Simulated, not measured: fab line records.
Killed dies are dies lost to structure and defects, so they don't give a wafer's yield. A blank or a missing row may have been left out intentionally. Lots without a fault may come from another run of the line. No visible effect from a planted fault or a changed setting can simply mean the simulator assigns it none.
Lot-split experiment || flow n5-finfet || 7 lots, 21 wafers read, on a route of 1938 steps

== THE SPLIT ITSELF ==
At N5_BEOL_M13_SPUTTER_43 (material TaN, target thk 15 nm, time 24.19 s), the setting time-s was moved away from the recipe's 24.19 s on 4 of the 21 wafers read, by -11.0% to +11.4%. This setting was run at the recipe's value on the other wafers.

The reading comes from the split's own step.

== THE READING ==
TaN_of_BEOL_M13_SPUTTER_43.thk-nm (the simulator's own value, which no gauge read), in nm, at N5_BEOL_M13_SPUTTER_43 (material TaN, target thk 15 nm, time 24.19 s). The file gives no usual value for it. Average 15.1 nm, standard deviation 0.24 nm, over the 17 wafers here run with the recipe.

{"wafer": "L074.1", "tool, chamber at the split": "pvd-sputter-01, -", "time-s as run, s": 24.19, "against the recipe": "recipe", "TaN_of_BEOL_M13_SPUTTER_43.thk-nm, nm": 15, "against lot-mates on the recipe": "-"}
{"wafer": "L074.3", "tool, chamber at the split": "pvd-sputter-01, -", "time-s as run, s": 24.19, "against the recipe": "recipe", "TaN_of_BEOL_M13_SPUTTER_43.thk-nm, nm": 14.6, "against lot-mates on the recipe": "-"}
{"wafer": "L074.4", "tool, chamber at the split": "pvd-sputter-01, -", "time-s as run, s": 24.19, "against the recipe": "recipe", "TaN_of_BEOL_M13_SPUTTER_43.thk-nm, nm": 15.2, "against lot-mates on the recipe": "-"}
{"wafer": "L077.1", "tool, chamber at the split": "pvd-sputter-03, -", "time-s as run, s": 24.19, "against the recipe": "recipe", "TaN_of_BEOL_M13_SPUTTER_43.thk-nm, nm": 15.2, "against lot-mates on the recipe": "-"}
{"wafer": "L077.2", "tool, chamber at the split": "pvd-sputter-03, -", "time-s as run, s": 24.19, "against the recipe": "recipe", "TaN_of_BEOL_M13_SPUTTER_43.thk-nm, nm": 15.2, "against lot-mates on the recipe": "-"}
{"wafer": "L077.4", "tool, chamber at the split": "pvd-sputter-03, -", "time-s as run, s": 24.19, "against the recipe": "recipe", "TaN_of_BEOL_M13_SPUTTER_43.thk-nm, nm": 15.2, "against lot-mates on the recipe": "-"}
{"wafer": "L080.3", "tool, chamber at the split": "pvd-sputter-02, -", "time-s as run, s": 24.19, "against the recipe": "recipe", "TaN_of_BEOL_M13_SPUTTER_43.thk-nm, nm": 15, "against lot-mates on the recipe": "-"}
{"wafer": "L080.4", "tool, chamber at the split": "pvd-sputter-02, -", "time-s as run, s": 21.53, "against the recipe": "-11.0%", "TaN_of_BEOL_M13_SPUTTER_43.thk-nm, nm": 13.8, "against lot-mates on the recipe": -1.3}
{"wafer": "L080.5", "tool, chamber at the split": "pvd-sputter-02, -", "time-s as run, s": 24.19, "against the recipe": "recipe", "TaN_of_BEOL_M13_SPUTTER_43.thk-nm, nm": 15.2, "against lot-mates on the recipe": "-"}
{"wafer": "L085.2", "tool, chamber at the split": "pvd-sputter-02, -", "time-s as run, s": 24.19, "against the recipe": "recipe", "TaN_of_BEOL_M13_SPUTTER_43.thk-nm, nm": 15, "against lot-mates on the recipe": "-"}
{"wafer": "L085.3", "tool, chamber at the split": "pvd-sputter-02, -", "time-s as run, s": 24.19, "against the recipe": "recipe", "TaN_of_BEOL_M13_SPUTTER_43.thk-nm, nm": 14.8, "against lot-mates on the recipe": "-"}
{"wafer": "L085.4", "tool, chamber at the split": "pvd-sputter-02, -", "time-s as run, s": 24.19, "against the recipe": "recipe", "TaN_of_BEOL_M13_SPUTTER_43.thk-nm, nm": 15.4, "against lot-mates on the recipe": "-"}
{"wafer": "L092.1", "tool, chamber at the split": "pvd-sputter-01, -", "time-s as run, s": 22.57, "against the recipe": "-6.7%", "TaN_of_BEOL_M13_SPUTTER_43.thk-nm, nm": 14.2, "against lot-mates on the recipe": -1.4}
{"wafer": "L092.2", "tool, chamber at the split": "pvd-sputter-01, -", "time-s as run, s": 24.19, "against the recipe": "recipe", "TaN_of_BEOL_M13_SPUTTER_43.thk-nm, nm": 15.6, "against lot-mates on the recipe": "-"}
{"wafer": "L092.4", "tool, chamber at the split": "pvd-sputter-01, -", "time-s as run, s": 22.57, "against the recipe": "-6.7%", "TaN_of_BEOL_M13_SPUTTER_43.thk-nm, nm": 14, "against lot-mates on the recipe": -1.6}
{"wafer": "L093.1", "tool, chamber at the split": "pvd-sputter-03, -", "time-s as run, s": 24.19, "against the recipe": "recipe", "TaN_of_BEOL_M13_SPUTTER_43.thk-nm, nm": 15, "against lot-mates on the recipe": "-"}
{"wafer": "L093.3", "tool, chamber at the split": "pvd-sputter-03, -", "time-s as run, s": 24.19, "against the recipe": "recipe", "TaN_of_BEOL_M13_SPUTTER_43.thk-nm, nm": 15, "against lot-mates on the recipe": "-"}
{"wafer": "L093.4", "tool, chamber at the split": "pvd-sputter-03, -", "time-s as run, s": 24.19, "against the recipe": "recipe", "TaN_of_BEOL_M13_SPUTTER_43.thk-nm, nm": 15, "against lot-mates on the recipe": "-"}
{"wafer": "L095.1", "tool, chamber at the split": "pvd-sputter-01, -", "time-s as run, s": 26.94, "against the recipe": "+11.4%", "TaN_of_BEOL_M13_SPUTTER_43.thk-nm, nm": 16.4, "against lot-mates on the recipe": "+1.6"}
{"wafer": "L095.2", "tool, chamber at the split": "pvd-sputter-01, -", "time-s as run, s": 24.19, "against the recipe": "recipe", "TaN_of_BEOL_M13_SPUTTER_43.thk-nm, nm": 14.8, "against lot-mates on the recipe": "-"}
{"wafer": "L095.5", "tool, chamber at the split": "pvd-sputter-01, -", "time-s as run, s": 24.19, "against the recipe": "recipe", "TaN_of_BEOL_M13_SPUTTER_43.thk-nm, nm": 14.8, "against lot-mates on the recipe": "-"}

FIT RESULTS
A straight line over all 21 wafers: TaN_of_BEOL_M13_SPUTTER_43.thk-nm changes by +0.123 nm for each +1% of time-s; r = +0.91; the points scatter about the line by 0.23 nm.
The same after taking each lot's own level away (the mean of its wafers on the recipe; 21 wafers): +0.153 nm for each +1%; r = +0.94; scatter 0.23 nm.
Per that fit: largest time-s move, reading shift of 1.7 nm.
Across the lots, their own levels run from 14.80 to 15.60 nm, a range of 3.4 times the standard deviation given above.
In other words, the slope is changed by the lot-to-lot level; the two fits disagree.
Check: +1.81 nm against its lot-mates is what the line predicts for one of the wafers moved furthest among these (+11.4%) when that wafer is left out of the fit. Against them it came out at +1.6 nm.

== ADDITIONAL SPLITS CARRIED BY THESE WAFERS ==
These wafers also went through other splits before the reading. Each is held against what the fit with the lots' levels taken away leaves over:
{"other split on the same wafers": "N5_BEOL_M10_COAT_05 spin-rpm", "wafers away from the commonest value": 6, "r with TaN_of_BEOL_M13_SPUTTER_43.thk-nm (lot level and that fit taken away)": "+0.02"}
{"other split on the same wafers": "N5_BEOL_M11_ILD_DEP_00 time-s", "wafers away from the commonest value": 10, "r with TaN_of_BEOL_M13_SPUTTER_43.thk-nm (lot level and that fit taken away)": -0.22}
{"other split on the same wafers": "N5_BEOL_M12_ILD_DEP_00 time-s", "wafers away from the commonest value": 5, "r with TaN_of_BEOL_M13_SPUTTER_43.thk-nm (lot level and that fit taken away)": "+0.22"}

== FILE'S OWN FIT ==
TaN_of_BEOL_M13_SPUTTER_43.thk-nm changes by +0.144 nm for each +1% of time-s, r = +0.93.
